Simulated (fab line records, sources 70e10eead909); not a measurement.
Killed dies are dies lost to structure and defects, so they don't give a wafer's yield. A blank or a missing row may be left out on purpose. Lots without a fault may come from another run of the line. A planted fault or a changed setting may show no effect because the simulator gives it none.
Which tool did it? | flow nand_harc | 11 lots, 33 wafers sampled, at 6 steps of a route of 1159

WHAT THE GAUGES READ, wafer by wafer
NHARC_A_BONDPAD_THK_MEAS_30: measures by ellipsometry. Usual: thk_nm 199.7 nm, standard deviation 1.3.
lot  | measured     | on            | thk_nm (nm)       | flag
L179 | day 19 21:11 | film_metro-01 | 202.1 199.7 201.1 |
L183 | day 19 21:33 | film_metro-02 | 197.5 202.1 202.1 |
L184 | day 20 08:50 | film_metro-01 | 203.2 199.9 199.8 |
L181 | day 20 11:48 | film_metro-02 | 201.0 199.1 200.2 |
L185 | day 20 13:58 | film_metro-01 | 199.8 200.1 200.4 |
L188 | day 20 22:01 | film_metro-02 | 197.4 200.5 201.3 |
L187 | day 20 22:41 | film_metro-01 | 197.3 198.5 200.1 |
L189 | day 21 01:23 | film_metro-02 | 199.6 199.9 197.6 |
L191 | day 21 22:46 | film_metro-02 | 198.9 200.5 199.7 |
L196 | day 22 23:26 | film_metro-02 | 197.6 199.5 200.0 |
L199 | day 23 19:39 | film_metro-01 | 199.1 198.6 198.2 |

NHARC_A_BONDPAD_OVL_MEAS_35. Usual: overlay_x_nm -3 nm, standard deviation 6.5; overlay_y_nm -1 nm, standard deviation 5.9.
lot  | measured     | on         | overlay_x_nm (nm) | overlay_y_nm (nm) | flag
L179 | day 19 21:50 | overlay-01 | 4 4 3             | -3 -3 -3          |
L183 | day 19 22:13 | overlay-01 | 3 2 2             | -17 -18 -18       |
L184 | day 20 09:31 | overlay-02 | -9 -10 -10        | 1 1 1             |
L181 | day 20 12:28 | overlay-02 | 5 5 5             | 0 -1 -1           |
L185 | day 20 14:38 | overlay-02 | -14 -14 -14       | -3 -4 -3          |
L188 | day 20 22:41 | overlay-02 | -15 -15 -15       | -1 -2 -1          |
L187 | day 20 23:21 | overlay-02 | -3 -3 -2          | 9 9 8             |
L189 | day 21 02:02 | overlay-02 | -3 -3 -3          | 0 0 0             |
L191 | day 21 23:26 | overlay-02 | -8 -8 -8          | 3 4 3             |
L196 | day 22 23:58 | overlay-02 | -3 -3 -3          | -4 -4 -3          |
L199 | day 23 20:12 | overlay-01 | 2 2 3             | -3 -2 -3          |

NHARC_THIN_TSV_CD_MEAS_12: target cd 1000 nm. Usual: cd_nm 1000.9 nm, standard deviation 2.1.
lot  | measured     | on        | cd_nm (nm)           | flag
L179 | day 20 16:52 | cd_sem-02 | 1000.0 998.2 999.6   |
L183 | day 20 15:34 | cd_sem-03 | 999.4 997.6 997.5    |
L184 | day 21 01:37 | cd_sem-03 | 999.0 1000.5 1002.0  |
L181 | day 21 02:58 | cd_sem-01 | 999.9 1000.8 1002.2  |
L185 | day 21 09:01 | cd_sem-03 | 1000.0 1001.8 1002.0 |
L188 | day 21 17:28 | cd_sem-03 | 1003.3 1005.0 1004.3 |
L187 | day 21 16:10 | cd_sem-01 | 994.8 993.8 994.3    | OFF
L189 | day 21 14:59 | cd_sem-01 | 1002.1 1002.0 1002.5 |
L191 | day 22 18:25 | cd_sem-03 | 991.4 991.3 990.4    | OFF
L196 | day 23 14:37 | cd_sem-02 | 1000.6 1000.9 1000.6 |
L199 | day 24 11:55 | cd_sem-02 | 1002.6 1001.9 1000.5 |

NHARC_END_SORT_01. Usual: defect_limited_yield 95.2 %, standard deviation 1.3; killed_at_array 29, standard deviation 9.4; killed_at_other 0.7, standard deviation 1.3; killed_at_periphery 2.9, standard deviation 2.1; killed_dies 32, standard deviation 9; killed_open 3.3, standard deviation 1.8; killed_short 1.9, standard deviation 1.4; sort_bin_2_pct 1.4 %, standard deviation 0.53; sort_bin_3_pct 0.28 %, standard deviation 0.21; sort_bin_4_pct 3.1 %, standard deviation 0.91; sort_n_pass 645, standard deviation 9; sort_rim_yield_pct 97.4 %, standard deviation 1.7; sort_yield_pct 95.2 %, standard deviation 1.3.
lot  | measured     | on        | defect_limited_yield (%) | killed_at_array | killed_at_other | killed_at_periphery | killed_dies | killed_open | killed_short | sort_bin_2_pct (%) | sort_bin_3_pct (%) | sort_bin_4_pct (%) | sort_n_pass | sort_rim_yield_pct (%) | sort_yield_pct (%) | flag
L189 | day 22 17:11 | prober-01 | 95.7 94.7 97.0           | 21 29 15        | 1 2 1           | 7 5 4               | 29 36 20    | 3 7 4       | 2 1 0        | 1.0 1.3 0.4        | 0.30 0 0.15        | 3.0 4.0 2.4        | 648 641 657 | 94.3 97.2 95.3         | 95.7 94.7 97.0     |

WHICH TOOL RAN EACH LOT (tool, then ch and the chambers of the sampled wafers, then the start)
lot  | NHARC_A_BONDPAD_STRIP_15           | NHARC_THIN_TSV_EXPOSE_09
L179 | rie_diel-03 ch 0,1, day 19 22:22   | krf_scanner-03 ch 0, day 20 16:43
L183 | rie_diel-03 ch 0,1,3, day 19 22:50 | krf_scanner-02 ch 0, day 20 15:25
L184 | rie_diel-03 ch 1,2,3, day 20 10:01 | krf_scanner-03 ch 0, day 21 01:28
L181 | rie_diel-12 ch 0,1,2, day 20 12:59 | krf_scanner-01 ch 0, day 21 02:48
L185 | rie_diel-03 ch 0,1,2, day 20 15:10 | krf_scanner-01 ch 0, day 21 08:52
L188 | rie_diel-03 ch 1,2,3, day 20 23:14 | krf_scanner-02 ch 0, day 21 17:19
L187 | rie_diel-03 ch 1,2, day 20 23:53   | krf_scanner-01 ch 0, day 21 16:00
L189 | rie_diel-03 ch 0,1,2, day 21 02:36 | krf_scanner-01 ch 0, day 21 14:50
L191 | rie_diel-03 ch 2,3, day 21 23:57   | krf_scanner-01 ch 0, day 22 18:16
L196 | rie_diel-03 ch 0,1, day 23 00:29   | krf_scanner-02 ch 0, day 23 14:27
L199 | rie_diel-09 ch 1,2,3, day 23 20:43 | krf_scanner-02 ch 0, day 24 11:46
- NHARC_A_BONDPAD_STRIP_15: strips in O2.
- NHARC_THIN_TSV_EXPOSE_09: exposes mask TSV.

WHAT THE TOOLS THEMSELVES READ (means of the sampled wafers that have a number; where no wafer has one, the mark that the record gives instead)
NHARC_A_BONDPAD_STRIP_15. Usual: chamber_pressure_mTorr 60.00 mTorr, standard deviation 0.055; drypump_motor_current_A 5.60 A, standard deviation 0.3; oes_product_au 0.998 a.u., standard deviation 0.0078; rf_vpp_V 57.9 V, standard deviation 0.93; showerhead_plenum_p_Torr 3.60 Torr, standard deviation 0.14; throttle_valve_pct 17.037 %, standard deviation 0.0094.
lot  | tool        | chamber_pressure_mTorr (mTorr) | drypump_motor_current_A (A) | oes_product_au (a.u.) | rf_vpp_V (V) | showerhead_plenum_p_Torr (Torr) | throttle_valve_pct (%) | flag
L179 | rie_diel-03 | 59.98                          | 5.37                        | 0.989                 | 57.3         | 3.44                            | 17.028                 |
L183 | rie_diel-03 | 60.01                          | 5.53                        | 0.997                 | 57.8         | 3.56                            | 17.032                 |
L184 | rie_diel-03 | 60.00                          | 5.52                        | 0.998                 | 57.2         | 3.60                            | 17.031                 |
L181 | rie_diel-12 | 59.99                          | 5.95                        | 0.999                 | 57.9         | 3.62                            | 17.043                 |
L185 | rie_diel-03 | 60.03                          | 5.49                        | 0.998                 | 58.4         | 3.55                            | 17.037                 |
L188 | rie_diel-03 | 60.01                          | 5.54                        | 1.001                 | 59.1         | 3.60                            | 17.031                 |
L187 | rie_diel-03 | 60.01                          | 5.39                        | 0.988                 | 57.0         | 3.48                            | 17.031                 |
L189 | rie_diel-03 | 60.03                          | 5.50                        | 0.993                 | 59.1         | 3.55                            | 17.046                 |
L191 | rie_diel-03 | 60.02                          | 5.69                        | 1.001                 | 58.9         | 3.71                            | 17.041                 |
L196 | rie_diel-03 | 59.96                          | 5.36                        | 0.990                 | 57.5         | 3.44                            | 17.043                 |
L199 | rie_diel-09 | 59.97                          | 5.82                        | 0.993                 | 58.8         | 3.54                            | 17.044                 |

NHARC_THIN_TSV_EXPOSE_09. Usual: exposure_dose_mJ_cm2 30.70, standard deviation 0.031; stage_vel_mm_s 500.05 mm/s, standard deviation 0.26.
lot  | tool           | exposure_dose_mJ_cm2 | stage_vel_mm_s (mm/s) | flag
L179 | krf_scanner-03 | 30.72                | 499.81                |
L183 | krf_scanner-02 | 30.71                | 499.90                |
L184 | krf_scanner-03 | 30.69                | 499.81                |
L181 | krf_scanner-01 | 30.67                | 499.74                |
L185 | krf_scanner-01 | 30.66                | 500.07                |
L188 | krf_scanner-02 | 30.72                | 500.21                |
L187 | krf_scanner-01 | 17.06                | 500.31                | OFF
L189 | krf_scanner-01 | 30.72                | 499.93                |
L191 | krf_scanner-01 | 17.04                | 499.98                | OFF
L196 | krf_scanner-02 | 30.67                | 500.32                |
L199 | krf_scanner-02 | 30.73                | 500.20                |

THE ANSWER, worked out from the rows above alone
Rule: a lot is off if the mean of its wafers that have a number lies more than 3 standard deviations from the usual mean. A lot without any number at a reading at which 4 lots or more have one is off too. The other lots that the step has rows for count as sound. The gauges are gone through in route order, then the tools' own readings, and for those a lot's mean is taken as printed above. The first step at which some lot is off is used, and at that step the reading that is off furthest; a lot without a number counts as furthest.
Off: L187, L191, at NHARC_THIN_TSV_CD_MEAS_12 (cd_nm).
A tool fits if, at a process step before that reading, it ran every lot that is off, and no sound lot after the first of them. The gauges at NHARC_THIN_TSV_CD_MEAS_12 aren't tried: what is off there is off at NHARC_THIN_TSV_EXPOSE_09 too, on other tools, and a gauge's error can't cause that. One fits: krf_scanner-01 at NHARC_THIN_TSV_EXPOSE_09. Its last sound lot is L189 (day 21 14:50), its first lot that is off L187 (day 21 16:00): a fault that began between those two fits.
The tool's own readings at NHARC_THIN_TSV_EXPOSE_09 bear it out: on the lots that are off they differ by more than 5 times the standard deviation of the sound lots' means. exposure_dose_mJ_cm2 reads 17.05 there against 30.70 on the sound lots.

WHAT THE SIMULATOR HAD PUT IN
Process parameter drift: krf_scanner-01, from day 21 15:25 on, at NHARC_THIN_TSV_EXPOSE_09. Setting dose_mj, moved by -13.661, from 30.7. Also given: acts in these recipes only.
Lots struck among those shown: L187, L191. The rule above found the same.
